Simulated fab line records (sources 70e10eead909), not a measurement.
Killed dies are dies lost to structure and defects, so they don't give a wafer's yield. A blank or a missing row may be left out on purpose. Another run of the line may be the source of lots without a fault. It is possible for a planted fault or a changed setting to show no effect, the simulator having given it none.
3 desks looking at one fault	flow nand_harc	what lay behind the numbers comes last; until then each desk has only its own

FROM THE METROLOGY DESK
Lot by lot, what the gauges showed, no matter which tool ran the lot: averages of those sampled wafers that carry a number. A lot is out of limits, marked OUT, if its mean lies more than 4 standard deviations from the usual mean; the brackets give that distance.
Columns: A = cd_nm at NHARC_A_CHANNEL_HOLE_D1_CD_MEAS_10, usual 100.0 nm; B = overlay_x_nm at NHARC_A_CHANNEL_HOLE_D1_OVL_MEAS_11, usual -0.1 nm; C = overlay_y_nm at NHARC_A_CHANNEL_HOLE_D1_OVL_MEAS_11, usual 0.1 nm
lot	first seen here	A	B	C
L892	day 9 21:25	100.3	1.1	0.5
L896	day 12 06:26	99.7	0.7	-0.2
L897	day 12 09:02	100.9	1.4	1.6
L900	day 13 09:36	100.3	-0.3	1.4
L908	day 16 18:40	99.9	-0.1	0.4
L911	day 18 04:47	99.5	1.5	-0.8
This desk found nothing out of limits on any of the 6 lots.

THE DEFECT DESK
Inspection counts along the route, by lot: the mean over sampled wafers that carry a number. A lot is out of limits, marked OUT, if its mean lies more than 4 standard deviations from the usual mean; the brackets give that distance.
Columns: A = raw_defect_count at NHARC_A_CHANNEL_HOLE_D1_INSPECT_12, usual 6.0
lot	first seen here	A
L892	day 9 21:32	4.3
L896	day 12 06:34	7.3
L897	day 12 09:10	8.7
L900	day 13 09:44	6.0
L908	day 16 18:47	8.3
L911	day 18 04:55	4.0
This desk found nothing out of limits on any of the 6 lots.

FOR THE TOOL OWNER'S DESK: rie_diel-11
The tool's own readings at NHARC_A_CHANNEL_HOLE_D1_ETCH_38 (etches the open film in CF4, target depth 39 nm, time 65 s): means of the sampled wafers that have a number, for each lot that ran on this tool. A lot is out of limits, marked OUT, if its mean lies more than 4 standard deviations from the usual mean; the brackets give that distance.
Columns: A = cf4_flow_sccm at NHARC_A_CHANNEL_HOLE_D1_ETCH_38, usual 150.0 sccm; B = drypump_motor_current_A at NHARC_A_CHANNEL_HOLE_D1_ETCH_38, usual 5.7 A; C = mfc_ar_sccm at NHARC_A_CHANNEL_HOLE_D1_ETCH_38, usual 0.008 sccm; D = oes_product_au at NHARC_A_CHANNEL_HOLE_D1_ETCH_38, usual 0.998 a.u.; E = rf_vpp_V at NHARC_A_CHANNEL_HOLE_D1_ETCH_38, usual 151.8 V; F = showerhead_plenum_p_Torr at NHARC_A_CHANNEL_HOLE_D1_ETCH_38, usual 1.82 Torr; G = throttle_valve_pct at NHARC_A_CHANNEL_HOLE_D1_ETCH_38, usual 13.285 %
lot	first seen here	A	B	C	D	E	F	G
L892	day 9 21:42	149.6	6.0	0.006	0.997	151.1	1.78	13.291
L896	day 12 06:43	150.2	5.4	0.006	0.999	153.2	1.88	13.284
L897	day 12 09:19	149.8	6.0	0.000	0.955	151.8	1.78	13.274
L900	day 13 09:52	149.7	5.6	0.000	0.952 (-4.2) OUT	151.3	1.79	13.288
L911	day 18 05:04	150.2	5.7	0.000	1.002	151.1	1.71	13.277
This desk's verdict: out of limits on L900, starting with L900 at day 13 09:52 (oes_product_au at NHARC_A_CHANNEL_HOLE_D1_ETCH_38). Within limits: L892, L896, L897, L911.

TAKEN TOGETHER
The tool owner's desk could have raised an alarm at day 13 09:52, on L900.
The metrology desk saw nothing out of limits.
Nothing the defect desk looked at was out of limits.
The metrology desk holds a record of L900, inside its limits.
The defect desk has L900 on record, within its limits.
NHARC_A_CHANNEL_HOLE_D1_ETCH_38 was run on rie_diel-11 by each of the lots named.

WHAT HAD BEEN PUT IN BY THE SIMULATOR
rie_diel-11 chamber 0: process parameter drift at NHARC_A_CHANNEL_HOLE_D1_ETCH_38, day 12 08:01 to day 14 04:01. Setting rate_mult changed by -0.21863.
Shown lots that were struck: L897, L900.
How many hours passed from the start of the fault until each desk's first out-of-limits reading: the tool owner's desk, 26.
